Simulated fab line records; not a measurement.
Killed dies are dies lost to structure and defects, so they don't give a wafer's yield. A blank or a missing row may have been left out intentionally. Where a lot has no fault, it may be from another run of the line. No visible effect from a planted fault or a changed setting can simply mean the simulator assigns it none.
fab line records    flow nandHarc
[record] lots = 24  wafers = 72  lastDay = 33
route steps=1302 shown P_M2@339 P_BONDPAD@365 A_ONON_D1@427 A_DECK1_JOINT@539 A_ONON_D2@565
lots that met no fault: taken from a fault-free run of the same line
startH: the number of hours between the record's first day and the start of the first shown wafer of the lot    waitH: hours since the lot's step before    " repeats the value in the row above    L1.1+2: a single row standing in for several wafers    - no value, or no start was given    * or withheld: withheld    < > ~ a bound
route shown NAME@n: a module of which the file shows steps, and the number in the route of the first    usual: average and standard deviation across the fault-free wafers    same: alike in all rows    chamber/n: place in a boat    sites: readings site by site    _std_site: how widely they spread, as a standard deviation    _edge_site: mean of outer sites minus mean of inner sites    radiusMm: for every site, how far away it sits from the centre of the wafer    mask NAME#n: copy n    behind: the most recent tool/chamber to have shaped the wafer    hold: what put the lot on hold/how long, in hours/how the hold closed    device: which transistor (n, p or np) failed to switch    end of line: the tests these same wafers got at the end of their route    step lacking rows: just its recipe    killed: at the first sort, the dies lost to defects and structure; wafer yield is something else    map: a wafer's dies, marking killed ones x, the rest . and places with no die _
set.NAME: the setting as run; set.NAME@STEP: as run at that earlier step    model.NAME: the simulator's own value behind a step, which no gauge read
route steps across a sampled set of lots; one table per step, one row per wafer
services: when a tool's chamber went out of use (startH, in hours from the record's first day, below 0 if earlier), for how many hours, and the reason
[[steps]]
[step NHARC_P_M2_PRE_CLEAN_30]
[recipe] timeS = 30  tempC = 280  gas = H2/He
[usual] heaterPowerW = 411/52
lot.wafer  tool           chamber  startH  waitH  heaterPowerW
L075.4     pvdSputter-03  -        -       -      355
L075.1     "              -        "       "      516
L075.5     "              -        "       "      354
L074.3     pvdSputter-01  -        -       -      387
L074.4     "              -        "       "      408
L074.5     "              -        "       "      445
L076.1     pvdSputter-01  -        -       -      419
L076.3     "              -        "       "      445
L076.4     "              -        "       "      385
L077.2     pvdSputter-02  -        -       -      408
L077.4     "              -        "       "      330
L077.6     "              -        "       "      351
L078.4     pvdSputter-02  -        -       -      494
L078.1     "              -        "       "      352
L078.6     "              -        "       "      419
L079.1     pvdSputter-01  -        -       -      390
L079.2     "              -        "       "      398
L079.6     "              -        "       "      390
L080.1     pvdSputter-02  -        -       -      412
L080.2     "              -        "       "      353
L080.3     "              -        "       "      482
L081.3     pvdSputter-03  -        -       -      355
L081.1     "              -        "       "      518
L081.5     "              -        "       "      356
L082.1     pvdSputter-03  -        -       -      526
L082.4     "              -        "       "      458
L082.3     "              -        "       "      411
L083.2     pvdSputter-02  -        -       -      341
L083.4     "              -        "       "      495
L083.5     "              -        "       "      331
L084.3     pvdSputter-02  -        -       -      339
L084.4     "              -        "       "      498
L084.1     "              -        "       "      347
L085.2     pvdSputter-02  -        -       -      361
L085.3     "              -        "       "      328
L085.6     "              -        "       "      409
L086.4     pvdSputter-01  -        -       -      435
L086.1     "              -        "       "      397
L086.6     "              -        "       "      405
L087.4     pvdSputter-01  -        -       -      452
L087.1     "              -        "       "      397
L087.3     "              -        "       "      396
L089.1     pvdSputter-03  -        -       -      354
L089.2     "              -        "       "      524
L089.6     "              -        "       "      527
L088.4     pvdSputter-01  -        -       -      398
L088.3     "              -        "       "      421
L088.6     "              -        "       "      450
L090.3     pvdSputter-01  -        -       -      409
L090.4     "              -        "       "      392
L090.5     "              -        "       "      405
L091.2     pvdSputter-02  -        -       -      466
L091.1     "              -        "       "      349
L091.6     "              -        "       "      487
L092.1     pvdSputter-01  -        -       -      400
L092.2     "              -        "       "      404
L092.6     "              -        "       "      415
L093.1     pvdSputter-02  -        -       -      485
L093.6     "              -        "       "      477
L093.5     "              -        "       "      419
L094.4     pvdSputter-02  -        -       -      365
L094.1     "              -        "       "      482
L094.6     "              -        "       "      424
L095.3     pvdSputter-01  -        -       -      403
L095.1     "              -        "       "      391
L095.5     "              -        "       "      434
L096.4     pvdSputter-03  -        -       -      358
L096.1     "              -        "       "      452
L096.2     "              -        "       "      415
L097.1     pvdSputter-02  -        -       -      408
L097.4     "              -        "       "      367
L097.6     "              -        "       "      342
[step NHARC_P_BONDPAD_OVL_MEAS_38]
[usual] overlayXNm = 0/6.3  overlayYNm = -1/6.9
lot.wafer  tool        chamber  startH  waitH  overlayXNm  overlayYNm
L075.1     overlay-01  -        147.46  -      -12         -5
L075.4     "           -        "       "      -12         -5
L075.5     "           -        "       "      -11         -5
L074.3     overlay-01  -        148.22  -      7           -3
L074.4     "           -        "       "      7           -3
L074.5     "           -        "       "      7           -3
L076.1     overlay-01  -        159.83  -      -7          0
L076.3     "           -        "       "      -7          -1
L076.4     "           -        "       "      -7          0
L077.2     overlay-01  -        176.62  -      -6          11
L077.4     "           -        "       "      -6          12
L077.6     "           -        "       "      -7          12
L078.1     overlay-02  -        181.57  -      8           2
L078.4     "           -        "       "      9           1
L078.6     "           -        "       "      8           2
L079.1     overlay-01  -        187.41  -      7           5
L079.2     "           -        "       "      7           5
L079.6     "           -        "       "      7           6
L080.1     overlay-02  -        195.57  -      -8          -13
L080.2     "           -        "       "      -8          -14
L080.3     "           -        "       "      -8          -13
L081.1     overlay-02  -        202.20  -      -6          7
L081.3     "           -        "       "      -5          6
L081.5     "           -        "       "      -6          6
L082.1     overlay-02  -        212.98  -      14          -3
L082.3     "           -        "       "      14          -3
L082.4     "           -        "       "      14          -3
L083.2     overlay-02  -        225.68  -      -5          -1
L083.4     "           -        "       "      -5          -2
L083.5     "           -        "       "      -5          -2
L084.1     overlay-01  -        237.09  -      -3          5
L084.3     "           -        "       "      -3          5
L084.4     "           -        "       "      -3          6
L085.2     overlay-02  -        244.40  -      4           3
L085.3     "           -        "       "      3           4
L085.6     "           -        "       "      3           4
L086.1     overlay-02  -        250.91  -      -1          -8
L086.4     "           -        "       "      -1          -8
L086.6     "           -        "       "      -1          -8
L087.1     overlay-02  -        278.73  -      -8          -1
L087.3     "           -        "       "      -8          -1
L087.4     "           -        "       "      -7          -2
L089.1     overlay-02  -        279.72  -      0           5
L089.2     "           -        "       "      0           6
L089.6     "           -        "       "      0           6
L088.3     overlay-01  -        281.40  -      4           1
L088.4     "           -        "       "      4           0
L088.6     "           -        "       "      4           0
L090.3     overlay-02  -        298.48  -      -6          6
L090.4     "           -        "       "      -7          5
L090.5     "           -        "       "      -6          5
L091.1     overlay-02  -        303.03  -      3           -11
L091.2     "           -        "       "      3           -10
L091.6     "           -        "       "      2           -11
L092.1     overlay-02  -        312.91  -      2           -12
L092.2     "           -        "       "      2           -12
L092.6     "           -        "       "      2           -12
L093.1     overlay-02  -        321.71  -      -2          6
L093.5     "           -        "       "      -3          6
L093.6     "           -        "       "      -2          5
L094.1     overlay-01  -        340.58  -      -5          -4
L094.4     "           -        "       "      -4          -4
L094.6     "           -        "       "      -4          -3
L095.1     overlay-01  -        345.37  -      8           -1
L095.3     "           -        "       "      7           -1
L095.5     "           -        "       "      8           -1
L096.1     overlay-01  -        350.11  -      4           -16
L096.2     "           -        "       "      3           -15
L096.4     "           -        "       "      3           -15
L097.1     overlay-02  -        364.76  -      1           3
L097.4     "           -        "       "      2           3
L097.6     "           -        "       "      1           3
[step NHARC_P_BONDPAD_ETCH_24]
[recipe] targetDepthA = 300  overEtchFrac = 0.3  timeS = 72.99  ionEnergyEv = 150  cf4FlowSccm = 50  n2FlowSccm = 100  arFlowSccm = 150  rfW = 300  biasW = 100  chemistry = CF4/N2
[usual] biasW = 100.02/0.27  drypumpMotorCurrentA = 6.0/0.42  n2FlowSccm = 100.0/0.33  oesProductAu = 1.000/0.012  rfFwdPowerW = 297.5/1.1  rfVppV = 313.9/1.9  showerheadPlenumPTorr = 2.61/0.099  throttleValvePct = 19.794/0.0088
lot.wafer  tool        chamber  startH  waitH  biasW   drypumpMotorCurrentA  n2FlowSccm  oesProductAu  rfFwdPowerW  rfHoursCounterH  rfVppV  showerheadPlenumPTorr  throttleValvePct
L075.1     rieDiel-11  2        148.15  0.1    100.28  5.6                   99.5        1.012         297.6        1.2              313.5   2.58                   19.798
L075.4     "           3        "       "      99.77   6.4                   99.6        1.012         300.2        2.0              312.8   2.52                   19.789
L075.5     "           3        "       "      100.18  6.4                   99.8        1.007         300.1        -                312.5   2.52                   19.774
L074.4     rieDiel-01  0        -       -      99.86   6.6                   100.5       0.985         296.0        8.9              312.6   2.61                   19.804
L074.3     "           3        "       "      100.03  5.3                   100.1       0.991         296.6        6.3              317.6   2.81                   19.796
L074.5     "           0        "       "      99.67   6.6                   100.7       0.990         295.7        -                314.3   2.61                   19.789
L076.4     rieDiel-13  2        -       -      99.91   6.1                   100.4       1.024         297.3        9.3              314.6   2.68                   19.791
L076.3     "           3        "       "      100.43  6.3                   100.1       0.993         297.3        8.5              313.3   2.57                   19.792
L076.1     "           1        "       "      100.04  5.9                   100.3       1.003         298.4        9.7              314.2   2.63                   19.802
L077.4     rieDiel-11  3        -       -      99.84   6.4                   99.7        1.012         297.6        2.9              312.9   2.52                   19.802
L077.2     "           0        "       "      100.21  5.7                   100.0       1.010         297.3        2.7              314.1   2.60                   19.782
L077.6     "           1        "       "      100.07  6.5                   99.6        0.987         297.7        -                315.1   2.67                   19.793
L078.4     rieDiel-13  2        -       -      100.26  6.1                   100.0       1.020         297.5        0.5              315.1   2.68                   19.785
L078.1     "           0        "       "      99.91   5.8                   99.8        0.999         297.4        0.7              316.2   2.80                   19.794
L078.6     "           3        "       "      100.14  6.3                   100.3       0.996         296.4        -                314.1   2.57                   19.809
L079.1     rieDiel-01  3        -       -      100.38  5.3                   100.1       0.994         295.8        8.6              316.4   2.81                   19.787
L079.2     "           0        "       "      100.17  6.5                   100.3       0.987         297.1        10.8             314.9   2.61                   19.801
L079.6     "           3        "       "      99.70   5.3                   100.1       1.000         294.9        -                317.6   2.81                   19.803
L080.3     rieDiel-11  2        -       -      100.27  5.6                   100.0       1.014         297.7        2.8              313.6   2.58                   19.782
L080.2     "           3        "       "      99.58   6.4                   100.0       1.016         299.4        3.5              313.1   2.52                   19.792
L080.1     "           0        "       "      100.33  5.7                   99.4        1.016         295.6        3.3              313.9   2.60                   19.780
L081.3     rieDiel-11  2        202.90  0.1    100.46  5.6                   99.9        1.009         297.8        3.1              313.9   2.58                   19.796
L081.1     "           3        "       "      100.02  6.4                   99.9        1.007         298.9        3.7              311.9   2.52                   19.806
L081.5     "           2        "       "      100.06  5.6                   100.7       1.015         297.4        -                313.7   2.58                   19.793
L082.3     rieDiel-13  3        -       -      99.96   6.4                   100.0       0.979         297.1        3.3              313.3   2.57                   19.776
L082.4     "           0        "       "      99.96   5.8                   100.1       0.991         297.4        3.1              318.2   2.80                   19.806
L082.1     "           1        "       "      99.63   5.9                   99.7        0.975         299.5        2.0              316.5   2.63                   19.795
L083.2     rieDiel-13  0        -       -      100.32  5.8                   99.9        0.998         297.0        3.7              315.6   2.80                   19.793
L083.4     "           2        "       "      99.98   6.1                   100.7       1.009         298.2        3.3              314.1   2.68                   19.804
L083.5     "           3        "       "      100.08  6.4                   99.8        0.991         296.2        -                313.8   2.57                   19.796
L084.3     rieDiel-01  0        -       -      99.65   6.5                   99.7        0.981         296.4        2.0              314.1   2.61                   19.803
L084.1     "           1        "       "      100.40  5.7                   99.7        0.993         297.6        2.0              310.6   2.49                   19.795
L084.4     "           2        "       "      99.61   5.7                   100.3       1.003         295.4        2.0              311.5   2.46                   19.792
L085.2     rieDiel-11  0        -       -      100.33  5.7                   99.8        1.005         297.2        4.4              314.5   2.60                   19.800
L085.3     "           1        "       "      100.03  6.6                   99.9        0.986         298.3        4.5              312.8   2.67                   19.806
L085.6     "           0        "       "      99.96   5.7                   99.3        1.000         297.5        -                312.8   2.60                   19.781
L086.4     rieDiel-11  0        -       -      99.96   5.7                   100.1       1.001         297.6        4.6              311.9   2.60                   19.812
L086.1     "           2        "       "      99.91   5.7                   99.9        1.016         297.0        4.5              313.3   2.58                   19.806
L086.6     "           1        "       "      99.76   6.5                   100.2       1.000         299.0        -                314.6   2.67                   19.809
L087.4     rieDiel-01  1        -       -      99.98   5.7                   100.4       0.998         296.9        4.0              311.1   2.49                   19.788
L087.3     "           2        "       "      99.70   5.7                   99.9        1.016         297.8        3.7              310.5   2.46                   19.816
L087.1     "           3        "       "      99.87   5.3                   99.8        0.992         296.7        3.6              317.4   2.81                   19.796
L089.1     rieDiel-13  1        -       -      100.19  5.9                   100.2       0.975         296.5        5.9              312.4   2.63                   19.790
L089.2     "           2        "       "      100.05  6.1                   100.0       1.020         297.6        6.4              315.7   2.68                   19.799
L089.6     "           3        "       "      99.66   6.3                   100.0       0.997         296.1        -                313.7   2.57                   19.787
L088.3     rieDiel-13  2        -       -      99.87   6.1                   100.0       1.021         300.4        6.4              315.5   2.68                   19.806
L088.4     "           3        "       "      99.82   6.3                   100.1       0.985         296.7        7.2              311.5   2.57                   19.800
L088.6     "           1        "       "      100.00  5.9                   100.2       0.966         298.8        -                315.1   2.63                   19.787
L090.4     rieDiel-11  2        -       -      100.25  5.6                   100.0       1.010         298.6        1.4              313.9   2.58                   19.787
L090.3     "           3        "       "      100.59  6.4                   100.4       1.004         298.6        1.3              313.9   2.52                   19.801
L090.5     "           2        "       "      100.04  5.6                   100.2       1.007         297.6        -                313.2   2.58                   19.799
L091.2     rieDiel-11  2        -       -      99.76   5.6                   100.2       1.009         297.3        1.6              311.6   2.58                   19.782
L091.1     "           3        "       "      99.86   6.4                   100.3       1.007         298.7        1.4              311.5   2.52                   19.791
L091.6     "           1        "       "      99.84   6.5                   100.2       0.995         298.8        -                314.7   2.67                   19.784
L092.1     rieDiel-01  0        -       -      100.04  6.5                   100.3       1.005         297.2        5.8              313.1   2.61                   19.787
L092.2     "           1        "       "      100.36  5.7                   100.3       1.013         296.7        6.6              311.3   2.49                   19.788
L092.6     "           3        "       "      100.47  5.3                   99.8        0.988         297.1        -                318.0   2.81                   19.793
L093.1     rieDiel-11  1        -       -      99.68   6.5                   99.6        0.988         297.9        1.6              313.5   2.66                   19.786
L093.6     "           2        "       "      99.77   5.6                   100.0       1.004         296.6        -                312.7   2.58                   19.799
L093.5     "           3        "       "      99.78   6.4                   100.3       1.014         298.5        -                311.7   2.52                   19.803
L094.1     rieDiel-01  3        -       -      99.87   5.2                   100.0       1.008         296.8        7.5              317.0   2.81                   19.808
L094.4     "           1        "       "      99.93   5.7                   99.9        0.998         297.8        8.4              311.8   2.49                   19.787
L094.6     "           0        "       "      100.22  6.5                   99.8        0.986         295.8        -                313.0   2.61                   19.801
L095.1     rieDiel-11  3        -       -      100.01  6.4                   100.5       1.018         297.2        2.6              312.4   2.52                   19.787
L095.3     "           1        "       "      100.35  6.6                   99.9        1.000         298.0        2.7              315.5   2.66                   19.798
L095.5     "           2        "       "      99.94   5.6                   99.7        0.992         297.3        -                313.0   2.58                   19.799
L096.2     rieDiel-01  2        -       -      100.28  5.7                   99.7        1.008         298.7        8.0              311.1   2.45                   19.791
L096.1     "           0        "       "      100.04  6.6                   100.2       0.977         295.5        7.9              314.4   2.61                   19.782
L096.4     "           1        "       "      100.23  5.7                   99.7        1.002         298.1        8.8              311.4   2.49                   19.800
L097.4     rieDiel-11  0        -       -      100.10  5.7                   99.1        0.998         295.8        3.1              312.8   2.60                   19.793
L097.1     "           1        "       "      100.29  6.6                   100.2       1.004         297.0        3.2              313.8   2.66                   19.795
L097.6     "           3        "       "      99.96   6.4                   100.3       1.005         298.2        -                312.4   2.52                   19.806
[step NHARC_A_ONON_D1_THK_MEAS_05]
[recipe] thkMeasGauge = ellipsometry
[usual] thkNm = 1000/9.5
lot.wafer  tool          chamber  startH  waitH  thkNm
L075.1     filmMetro-02  -        178.65  -      1008
L075.4     "             -        "       "      1006
L075.5     "             -        "       "      1008
L074.3     filmMetro-01  -        178.66  -      983
L074.4     "             -        "       "      984
L074.5     "             -        "       "      982
L076.1     filmMetro-02  -        193.24  -      997
L076.3     "             -        "       "      1000
L076.4     "             -        "       "      997
L077.2     filmMetro-02  -        203.74  -      1007
L077.4     "             -        "       "      1008
L077.6     "             -        "       "      1008
L078.1     filmMetro-01  -        208.55  -      1001
L078.4     "             -        "       "      999
L078.6     "             -        "       "      998
L079.1     filmMetro-02  -        214.28  -      1002
L079.2     "             -        "       "      1001
L079.6     "             -        "       "      1001
L080.1     filmMetro-01  -        222.56  -      996
L080.2     "             -        "       "      995
L080.3     "             -        "       "      996
L081.1     filmMetro-01  -        232.07  -      991
L081.3     "             -        "       "      992
L081.5     "             -        "       "      991
L082.1     filmMetro-01  -        243.13  -      1018
L082.3     "             -        "       "      1021
L082.4     "             -        "       "      1020
L083.2     filmMetro-02  -        252.87  -      1009
L083.4     "             -        "       "      1011
L083.5     "             -        "       "      1008
L084.1     filmMetro-01  -        263.98  -      997
L084.3     "             -        "       "      1000
L084.4     "             -        "       "      1000
L085.2     filmMetro-01  -        272.25  -      994
L085.3     "             -        "       "      994
L085.6     "             -        "       "      994
L086.1     filmMetro-02  -        280.38  -      999
L086.4     "             -        "       "      999
L086.6     "             -        "       "      999
L089.1     filmMetro-01  -        305.95  -      998
L089.2     "             -        "       "      997
L089.6     "             -        "       "      1000
L088.3     filmMetro-02  -        305.95  -      1011
L088.4     "             -        "       "      1011
L088.6     "             -        "       "      1013
L087.1     filmMetro-02  -        306.07  -      982
L087.3     "             -        "       "      982
L087.4     "             -        "       "      981
L090.3     filmMetro-01  -        325.56  -      997
L090.4     "             -        "       "      1000
L090.5     "             -        "       "      997
L091.1     filmMetro-01  -        332.76  -      996
L091.2     "             -        "       "      996
L091.6     "             -        "       "      995
L092.1     filmMetro-02  -        341.51  -      1020
L092.2     "             -        "       "      1021
L092.6     "             -        "       "      1020
L093.1     filmMetro-02  -        348.34  -      999
L093.5     "             -        "       "      999
L093.6     "             -        "       "      1000
L094.1     filmMetro-01  -        367.64  -      989
L094.4     "             -        "       "      989
L094.6     "             -        "       "      989
L095.1     filmMetro-02  -        371.81  -      1002
L095.3     "             -        "       "      1003
L095.5     "             -        "       "      1002
L096.1     filmMetro-01  -        377.39  -      996
L096.2     "             -        "       "      998
L096.4     "             -        "       "      998
L097.1     filmMetro-01  -        396.10  -      991
L097.4     "             -        "       "      991
L097.6     "             -        "       "      991
[step NHARC_A_DECK1_JOINT_CMP_02]
[recipe] material = SiOx
[usual] motorCurrentA = 11.4/0.85
lot.wafer  tool    chamber  startH  waitH  motorCurrentA
L074.3     cmp-02  3        285.44  0.4    11.1
L074.4     "       2        "       "      13.2
L074.5     "       3        "       "      11.4
L075.4     cmp-04  2        285.44  0.4    10.4
L075.1     "       1        "       "      11.2
L075.5     "       3        "       "      11.1
L076.4     cmp-01  3        301.61  0.4    10.8
L076.1     "       1        "       "      11.8
L076.3     "       2        "       "      12.2
L078.4     cmp-04  3        313.70  0.4    11.1
L078.1     "       0        "       "      12.8
L078.6     "       3        "       "      11.4
L079.2     cmp-01  2        313.70  0.4    11.6
L079.1     "       1        "       "      11.1
L079.6     "       3        "       "      11.0
L077.4     cmp-02  0        313.73  0.4    11.0
L077.2     "       2        "       "      13.3
L077.6     "       0        "       "      10.8
L080.1     cmp-01  2        329.74  0.4    12.7
L080.3     "       0        "       "      13.3
L080.2     "       1        "       "      12.2
L081.1     cmp-04  1        339.46  0.4    11.5
L081.3     "       2        "       "      10.6
L081.5     "       0        "       "      12.4
L082.1     cmp-04  1        355.37  0.4    11.6
L082.3     "       2        "       "      10.7
L082.4     "       0        "       "      11.7
L083.4     cmp-04  1        367.30  0.4    11.1
L083.2     "       2        "       "      10.5
L083.5     "       2        "       "      10.6
L084.3     cmp-02  3        376.48  0.4    12.4
L084.1     "       0        "       "      11.2
L084.4     "       1        "       "      10.1
L085.3     cmp-04  2        379.66  0.4    10.9
L085.2     "       3        "       "      11.0
L085.6     "       2        "       "      10.5
L086.1     cmp-04  1        404.44  0.4    11.1
L086.4     "       3        "       "      10.7
L086.6     "       2        "       "      10.6
L087.4     cmp-01  1        415.47  0.4    12.0
L087.3     "       2        "       "      12.0
L087.1     "       3        "       "      11.0
L089.2     cmp-04  2        415.49  0.4    10.5
L089.1     "       0        "       "      12.1
L089.6     "       1        "       "      11.8
L088.3     cmp-02  2        415.56  0.5    12.5
L088.4     "       0        "       "      10.9
L088.6     "       1        "       "      10.6
L090.4     cmp-04  1        438.01  0.4    11.2
L090.3     "       3        "       "      11.0
L090.5     "       2        "       "      10.5
L091.1     cmp-02  0        443.57  0.4    10.5
L091.2     "       2        "       "      13.2
L091.6     "       0        "       "      10.4
L092.1     cmp-04  0        443.59  0.4    13.0
L092.2     "       1        "       "      11.5
L092.6     "       0        "       "      13.0
L093.1     cmp-04  1        453.52  0.4    11.5
L093.5     "       1        "       "      11.3
L093.6     "       2        "       "      10.8
L094.1     cmp-02  0        477.53  0.4    11.3
L094.4     "       1        "       "      11.1
L094.6     "       0        "       "      11.2
L095.1     cmp-04  2        479.39  0.4    10.4
L095.3     "       0        "       "      11.8
L095.5     "       2        "       "      10.8
L096.1     cmp-04  1        485.58  0.4    11.8
L096.2     "       2        "       "      10.7
L096.4     "       3        "       "      10.8
L097.1     cmp-02  0        501.39  0.4    10.5
L097.4     "       3        "       "      10.9
L097.6     "       0        "       "      11.0
[step NHARC_A_ONON_D2_THK_MEAS_30]
[recipe] thkMeasGauge = ellipsometry
[usual] thkNm = 1001/11
lot.wafer  tool          chamber  startH  waitH  thkNm
L075.1     filmMetro-01  -        299.29  -      979
L075.4     "             -        "       "      979
L075.5     "             -        "       "      979
L074.3     filmMetro-01  -        299.31  -      1005
L074.4     "             -        "       "      1006
L074.5     "             -        "       "      1005
L076.1     filmMetro-02  -        319.23  -      1018
L076.3     "             -        "       "      1020
L076.4     "             -        "       "      1019
L079.1     filmMetro-01  -        327.41  -      1014
L079.2     "             -        "       "      1013
L079.6     "             -        "       "      1013
L077.2     filmMetro-02  -        327.42  -      992
L077.4     "             -        "       "      992
L077.6     "             -        "       "      993
L078.1     filmMetro-01  -        327.61  -      1005
L078.4     "             -        "       "      1005
L078.6     "             -        "       "      1006
L080.1     filmMetro-01  -        344.37  -      1008
L080.2     "             -        "       "      1008
L080.3     "             -        "       "      1007
L081.1     filmMetro-01  -        355.75  -      999
L081.3     "             -        "       "      1000
L081.5     "             -        "       "      1001
L082.1     filmMetro-02  -        368.55  -      1005
L082.3     "             -        "       "      1005
L082.4     "             -        "       "      1006
L083.2     filmMetro-01  -        384.05  -      1008
L083.4     "             -        "       "      1006
L083.5     "             -        "       "      1006
L084.1     filmMetro-02  -        392.79  -      999
L084.3     "             -        "       "      1002
L084.4     "             -        "       "      1001
L085.2     filmMetro-01  -        392.79  -      990
L085.3     "             -        "       "      988
L085.6     "             -        "       "      989
L086.1     filmMetro-01  -        420.78  -      1012
L086.4     "             -        "       "      1012
L086.6     "             -        "       "      1012
L089.1     filmMetro-01  -        429.57  -      1005
L089.2     "             -        "       "      1005
L089.6     "             -        "       "      1005
L088.3     filmMetro-01  -        429.59  -      995
L088.4     "             -        "       "      997
L088.6     "             -        "       "      1000
L087.1     filmMetro-02  -        429.60  -      995
L087.3     "             -        "       "      993
L087.4     "             -        "       "      993
L090.3     filmMetro-02  -        451.25  -      1006
L090.4     "             -        "       "      1006
L090.5     "             -        "       "      1005
L092.1     filmMetro-01  -        457.04  -      1010
L092.2     "             -        "       "      1008
L092.6     "             -        "       "      1009
L091.1     filmMetro-02  -        457.18  -      979
L091.2     "             -        "       "      978
L091.6     "             -        "       "      980
L093.1     filmMetro-02  -        467.03  -      1011
L093.5     "             -        "       "      1011
L093.6     "             -        "       "      1012
L095.1     filmMetro-02  -        492.98  -      997
L095.3     "             -        "       "      995
L095.5     "             -        "       "      995
L094.1     filmMetro-01  -        492.98  -      981
L094.4     "             -        "       "      978
L094.6     "             -        "       "      979
L096.1     filmMetro-02  -        499.12  -      1009
L096.2     "             -        "       "      1008
L096.4     "             -        "       "      1008
L097.1     filmMetro-02  -        518.13  -      1002
L097.4     "             -        "       "      1000
L097.6     "             -        "       "      1002
[[services]]
tool           chamber  startH  hours  kind
rieDiel-11     2        121.75  11.2   repair
cmp-02         -        134.50  4.0    pm
rieDiel-11     1        145.52  2.6    repair
pvdSputter-01  -        158.63  3.7    repair
pvdSputter-02  -        159.49  12.2   repair
cmp-02         -        185.93  1.5    repair
cmp-04         -        188.83  5.7    repair
pvdSputter-01  -        196.05  4.5    repair
rieDiel-11     0        202.45  3.7    repair
cmp-04         -        209.36  4.0    pm
pvdSputter-01  -        210.28  1.8    repair
pvdSputter-01  -        230.13  3.5    repair
rieDiel-11     -        255.51  9.0    pm
pvdSputter-02  -        286.08  10.0   pm
cmp-04         -        307.36  4.0    pm
cmp-04         -        314.48  1.5    repair
rieDiel-11     2        360.51  2.0    repair
pvdSputter-02  -        365.67  3.9    repair
rieDiel-11     1        365.81  7.9    repair
cmp-04         -        405.36  4.0    pm
pvdSputter-01  -        411.59  10.0   pm
rieDiel-11     -        432.51  9.0    pm
pvdSputter-02  -        464.12  10.0   pm
pvdSputter-01  -        464.97  2.4    repair
[[key]]
fault none
